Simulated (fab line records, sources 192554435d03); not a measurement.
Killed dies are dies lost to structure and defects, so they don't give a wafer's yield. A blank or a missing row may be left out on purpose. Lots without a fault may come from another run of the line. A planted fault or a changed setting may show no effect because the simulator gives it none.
fab line records | flow n5_finfet
record lots=7 wafers=39
route steps=1938 shown BEOL_M7@1308
start_h: hours from the record's first day to the start of the lot's first wafer shown | wait_h: hours since the lot's step before | " the same as in the row above | L1.1+2: a row that stands for several wafers | - no value, or no start given | * or withheld: withheld | < > ~ a bound
route shown NAME@n: a module of which the file shows steps, and the number in the route of the first | usual: mean/standard deviation of fault-free wafers | same: alike in all rows | chamber/n: place in a boat | sites: the reading at each site | _std_site: their standard deviation | _edge_site: outer sites' mean less inner sites' | radius_mm: how far each site lies from the wafer's centre | mask NAME#n: copy n | behind: the tool/chamber that last shaped the wafer | hold: why the lot was held/for how many hours/how that ended | device: the transistor (n, p or np) that didn't switch | end of line: the same wafers' tests at the end of the route | a step without rows: its recipe alone | killed: dies lost to structure and defects at the first sort, not the wafer's yield | map: a wafer's dies, x killed, . not, _ none there
set.NAME: the setting as run; set.NAME@STEP: as run at that earlier step | model.NAME: the simulator's own value behind a step, which no gauge read
lots whose settings were changed on purpose; a table a step, a row a wafer
## steps
# step N5_BEOL_M7_TRENCH_ETCH_37
# recipe chemistry=C4F6/O2 target_depth_a=934.78 target=SiCOH_lowk time_s=31.2 ion_energy_ev=250 pressure_mtorr=30 source_w=345 bias_w=185 Ar_flow_sccm=300 C4F6_flow_sccm=10 O2_flow_sccm=10
# columns lot.wafer tool chamber start_h wait_h set.target_depth_a model.etch.depth_nm model.BEOL_M7.feature_depth_nm model.TiN_of_BEOL_M7_HM_DEP_02.thk_nm
L075.1 rie_diel-03 3 - - 632.5 63.72 63.8 18.4
L075.2 " 0 " " 632.5 62.2 62.2 18.4
L075.3 " 2 " " 934.78 92.89 92.8 17.8
L075.4 " 1 " " 632.5 62.07 62 18.4
L075.5 " 2 " " 934.78 92.04 92 17.6
L075.6 " 1 " " 934.78 91.32 91.4 17.4
L078.1 rie_diel-01 2 - - 673.2 69.13 69.2 18.4
L078.2 " 1 " " 673.2 68.51 68.6 18.4
L078.3 " 3 " " 673.2 67.98 68 18.6
L078.4 " 1 " " 934.78 94.65 94.6 17.8
L078.5 " 3 " " 934.78 94.94 95 17.6
L078.6 " 2 " " 934.78 96.48 96.4 17.6
L080.1 rie_diel-02 0 - - 934.78 92.94 93 17.2
L080.5 " 3 " " 934.78 92.16 92.2 17.4
L080.6 " 0 " " 934.78 93.12 93.2 17.2
L081.1 rie_diel-02 3 - - 934.78 91.35 91.4 17.2
L081.2 " 0 " " 934.78 91.92 92 17
L081.3 " 1 " " 1354 135.8 135.8 16
L081.4 " 2 " " 934.78 93.49 93.4 17
L081.5 " 1 " " 1354 135.5 135.6 16
L081.6 " 2 " " 1354 134.9 134.8 16
L083.1 rie_diel-02 2 - - 934.78 93.69 93.6 17.4
L083.2 " 3 " " 934.78 92.28 92.2 17.6
L083.3 " 0 " " 709.2 70.6 70.6 18.2
L083.4 " 1 " " 709.2 71.63 71.6 18.2
L083.5 " 0 " " 709.2 70.61 70.6 18.2
L083.6 " 3 " " 934.78 92.22 92.2 17.8
L091.1 rie_diel-02 3 - - 571.1 57.76 57.8 18.4
L091.2 " 1 " " 934.78 95.08 95 17.2
L091.3 " 0 " " 934.78 92.88 92.8 17.4
L091.4 " 2 " " 571.1 56.81 56.8 18.6
L091.5 " 1 " " 571.1 57.94 58 18.2
L091.6 " 0 " " 934.78 93.96 94 17.2
L093.1 rie_diel-03 1 - - 934.78 92.71 92.8 17
L093.2 " 3 " " 934.78 95.99 96 16.8
L093.3 " 0 " " 705.9 70.34 70.4 17.8
L093.4 " 2 " " 934.78 94.03 94 17
L093.5 " 3 " " 705.9 72.6 72.6 17.6
L093.6 " 2 " " 705.9 71.35 71.4 17.4
# step N5_BEOL_M7_ETCH_41
# recipe chemistry=CH3F/O2 target=SiCN target_depth_a=319 taper_deg=2 time_s=57.8 ion_energy_ev=120 mask_material=TiN pressure_mtorr=30 source_w=395 bias_w=75 Ar_flow_sccm=150 CH3F_flow_sccm=30 O2_flow_sccm=20
# step N5_BEOL_M7_STRIP_80
# recipe chemistry=N2/H2 time_s=10 power_w=450 temp_c=40 pressure_mtorr=20 rf_frequency_hz=6e+07 bias_power_w=7 n2_flow_sccm=200 h2_flow_sccm=200
# step N5_BEOL_M7_OCD_MEAS_38
# usual trench_depth_nm=93.7/1.2
# columns lot.wafer tool chamber start_h wait_h set.target_depth_a@BEOL_M7_TRENCH_ETCH_37 trench_depth_nm
L075.1 ocd-02 - 211.00 - 632.5 63.7
L075.2 " - " " 632.5 62.1
L075.3 " - " " 934.78 93.3
L075.4 " - " " 632.5 61.9
L075.5 " - " " 934.78 92.1
L075.6 " - " " 934.78 91.5
L078.1 ocd-01 - 217.55 - 673.2 69.3
L078.2 " - " " 673.2 68.2
L078.3 " - " " 673.2 68.0
L078.4 " - " " 934.78 94.1
L078.5 " - " " 934.78 94.4
L078.6 " - " " 934.78 96.1
L080.1 ocd-01 - 230.12 - 934.78 92.5
L080.5 " - " " 934.78 91.9
L080.6 " - " " 934.78 93.3
L081.1 ocd-01 - 239.22 - 934.78 91.1
L081.2 " - " " 934.78 91.3
L081.3 " - " " 1354 135.6
L081.4 " - " " 934.78 93.6
L081.5 " - " " 1354 135.8
L081.6 " - " " 1354 135.2
L083.1 ocd-01 - 249.77 - 934.78 93.9
L083.2 " - " " 934.78 92.5
L083.3 " - " " 709.2 70.5
L083.4 " - " " 709.2 71.5
L083.5 " - " " 709.2 71.1
L083.6 " - " " 934.78 92.8
L091.1 ocd-02 - 292.70 - 571.1 58.0
L091.2 " - " " 934.78 95.3
L091.3 " - " " 934.78 92.8
L091.4 " - " " 571.1 56.6
L091.5 " - " " 571.1 58.2
L091.6 " - " " 934.78 94.0
L093.1 ocd-01 - 302.32 - 934.78 92.7
L093.2 " - " " 934.78 96.3
L093.3 " - " " 705.9 70.8
L093.4 " - " " 934.78 94.3
L093.5 " - " " 705.9 72.6
L093.6 " - " " 705.9 71.4
# step N5_BEOL_M7_HM_STRIP_39
# recipe chemistry=peroxide_tin_strip material=TiN target_depth_a=250 temp_c=50 time_s=158
# step N5_BEOL_M7_SRD_40
# recipe time_s=30 temp_c=23 rinse_liquid=diw dry=ipa_marangoni
# step N5_BEOL_M7_ECD_50
# recipe material=Cu target_thk_a=3000
# step N5_BEOL_M7_ANNEAL_51
# recipe temp_c=225 time_s=90 ambient=N2
# step N5_BEOL_M7_CMP_52
# recipe stop_on=SiCOH_lowk t_overpolish_s=6.9 down_force_psi=1 platen_rpm=50 clearing_platen_down_force_psi=1.5 clearing_platen_rpm=50 post_cmp_clean=cu_alkaline target_thk_nm=80 clearing_platen_pad_velocity_m_s=0.99484 pad_velocity_m_s=0.99484
# columns lot.wafer tool chamber start_h wait_h set.target_depth_a@BEOL_M7_TRENCH_ETCH_37 model.Cu_of_BEOL_M7_ECD_50.thk_nm
L075.1 cmp-02 1 214.49 0.3 632.5 51
L075.3 " 2 " " 934.78 80.6
L075.4 " 3 " " 632.5 49.6
L075.2 " 0 " " 632.5 50.4
L075.6 " 1 " " 934.78 79
L075.5 " 2 " " 934.78 79.8
L078.2 cmp-04 3 219.72 0.2 673.2 54.4
L078.3 " 0 " " 673.2 54.6
L078.4 " 1 " " 934.78 80.8
L078.1 " 2 " " 673.2 54.8
L078.6 " 3 " " 934.78 81.4
L078.5 " 0 " " 934.78 79.2
L080.1 cmp-02 3 232.76 0.4 934.78 79.8
L080.5 " 3 " " 934.78 78.8
L080.6 " 0 " " 934.78 80
L081.4 cmp-03 3 242.60 0.1 934.78 80.8
L081.1 " 0 " " 934.78 77
L081.2 " 1 " " 934.78 77.6
L081.3 " 2 " " 1354 121.8
L081.6 " 3 " " 1354 121.4
L081.5 " 0 " " 1354 121
L083.2 cmp-04 3 252.73 0.2 934.78 78.6
L083.4 " 0 " " 709.2 58
L083.3 " 1 " " 709.2 56.4
L083.1 " 2 " " 934.78 80.8
L083.5 " 3 " " 709.2 57.2
L083.6 " 0 " " 934.78 79.4
L091.1 cmp-03 3 295.92 0.3 571.1 43.6
L091.2 " 0 " " 934.78 80.2
L091.3 " 1 " " 934.78 78.4
L091.4 " 2 " " 571.1 44.6
L091.6 " 3 " " 934.78 79
L091.5 " 0 " " 571.1 43.8
L093.1 cmp-04 3 304.70 0.3 934.78 79.4
L093.2 " 0 " " 934.78 81.4
L093.4 " 1 " " 934.78 78.8
L093.3 " 2 " " 705.9 56.6
L093.6 " 3 " " 705.9 55.8
L093.5 " 0 " " 705.9 59
# step N5_BEOL_M7_THK_MEAS_53
# recipe thk_meas_gauge=xrf reads=Cu_of_BEOL_M7_ECD_50
# usual M7_THK=80.6/1.4
# columns lot.wafer tool chamber start_h wait_h set.target_depth_a@BEOL_M7_TRENCH_ETCH_37 M7_THK[nm]
L075.1 film_metro-01 - 214.78 - 632.5 51.6
L075.2 " - " " 632.5 50.9
L075.3 " - " " 934.78 82.1
L075.4 " - " " 632.5 50.4
L075.5 " - " " 934.78 80.6
L075.6 " - " " 934.78 80.3
L078.1 film_metro-01 - 220.02 - 673.2 55.0
L078.2 " - " " 673.2 54.7
L078.3 " - " " 673.2 55.0
L078.4 " - " " 934.78 81.3
L078.5 " - " " 934.78 79.5
L078.6 " - " " 934.78 81.7
L080.1 film_metro-02 - 233.06 - 934.78 79.8
L080.5 " - " " 934.78 78.8
L080.6 " - " " 934.78 80.5
L081.1 film_metro-01 - 242.89 - 934.78 77.6
L081.2 " - " " 934.78 78.7
L081.3 " - " " 1354 123.2
L081.4 " - " " 934.78 81.7
L081.5 " - " " 1354 122.8
L081.6 " - " " 1354 123.5
L083.1 film_metro-02 - 253.02 - 934.78 82.6
L083.2 " - " " 934.78 80.4
L083.3 " - " " 709.2 57.2
L083.4 " - " " 709.2 58.8
L083.5 " - " " 709.2 58.5
L083.6 " - " " 934.78 80.9
L091.1 film_metro-01 - 296.21 - 571.1 43.5
L091.2 " - " " 934.78 80.1
L091.3 " - " " 934.78 78.8
L091.4 " - " " 571.1 44.5
L091.5 " - " " 571.1 44.1
L091.6 " - " " 934.78 78.8
L093.1 film_metro-02 - 305.00 - 934.78 80.1
L093.2 " - " " 934.78 82.0
L093.3 " - " " 705.9 57.1
L093.4 " - " " 934.78 79.5
L093.5 " - " " 705.9 59.5
L093.6 " - " " 705.9 56.1
# step N5_BEOL_M7_PRE_CLEAN_55
# recipe gas=NH3 time_s=15 temp_c=withheld rf_power_w=300
# step N5_BEOL_M7_DEP_56
# recipe material=SiCN target_thk_a=100 temp_c=withheld precursor=3MS/NH3 pressure_torr=3 rf_w=202 time_s=17.5
# step N5_BEOL_M7_RS_MEAS_57
# recipe thk_meas_gauge=four-point-probe reads=Cu_of_BEOL_M7_ECD_50+Co_of_BEOL_M7_CVD_78+TaN_of_BEOL_M7_ALD_77
# usual M7_RS=0.286/0.0059
# columns lot.wafer tool chamber start_h wait_h set.target_depth_a@BEOL_M7_TRENCH_ETCH_37 M7_RS[ohm/sq]
L075.1 film_metro-01 - 214.95 0.1 632.5 0.494
L075.2 " - " " 632.5 0.501
L075.3 " - " " 934.78 0.284
L075.4 " - " " 632.5 0.510
L075.5 " - " " 934.78 0.287
L075.6 " - " " 934.78 0.290
L078.1 film_metro-02 - 220.15 0.1 673.2 0.451
L078.2 " - " " 673.2 0.454
L078.3 " - " " 673.2 0.453
L078.4 " - " " 934.78 0.283
L078.5 " - " " 934.78 0.290
L078.6 " - " " 934.78 0.280
L080.1 film_metro-01 - 233.19 0.1 934.78 0.287
L080.5 " - " " 934.78 0.291
L080.6 " - " " 934.78 0.285
L081.1 film_metro-02 - 243.02 0.1 934.78 0.299
L081.2 " - " " 934.78 0.296
L081.3 " - " " 1354 0.177
L081.4 " - " " 934.78 0.282
L081.5 " - " " 1354 0.178
L081.6 " - " " 1354 0.178
L083.1 film_metro-01 - 253.15 0.1 934.78 0.283
L083.2 " - " " 934.78 0.292
L083.3 " - " " 709.2 0.436
L083.4 " - " " 709.2 0.422
L083.5 " - " " 709.2 0.427
L083.6 " - " " 934.78 0.289
L091.1 film_metro-02 - 296.34 0.1 571.1 0.603
L091.2 " - " " 934.78 0.285
L091.3 " - " " 934.78 0.293
L091.4 " - " " 571.1 0.584
L091.5 " - " " 571.1 0.596
L091.6 " - " " 934.78 0.291
L093.1 film_metro-02 - 305.13 0.1 934.78 0.289
L093.2 " - " " 934.78 0.281
L093.3 " - " " 705.9 0.435
L093.4 " - " " 934.78 0.291
L093.5 " - " " 705.9 0.412
L093.6 " - " " 705.9 0.441
## key
split step=N5_BEOL_M7_TRENCH_ETCH_37 setting=target_depth_a stated=934.78 by=wafer
response step=N5_BEOL_M7_TRENCH_ETCH_37 reading=model.etch.depth_nm change=+0.939 per=1% r=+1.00
response step=N5_BEOL_M7_TRENCH_ETCH_37 reading=model.BEOL_M7.feature_depth_nm change=+0.938 per=1% r=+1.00
response step=N5_BEOL_M7_TRENCH_ETCH_37 reading=model.TiN_of_BEOL_M7_HM_DEP_02.thk_nm change=-0.0262 per=1% r=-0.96
response step=N5_BEOL_M7_OCD_MEAS_38 reading=trench_depth_nm change=+0.943 per=1% r=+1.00
response step=N5_BEOL_M7_CMP_52 reading=model.Cu_of_BEOL_M7_ECD_50.thk_nm change=+0.929 per=1% r=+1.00
response step=N5_BEOL_M7_THK_MEAS_53 reading=M7_THK change=+0.941 per=1% r=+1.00
response step=N5_BEOL_M7_RS_MEAS_57 reading=M7_RS shape=bent at_lowest=0.595 at_stated=0.288 at_highest=0.177
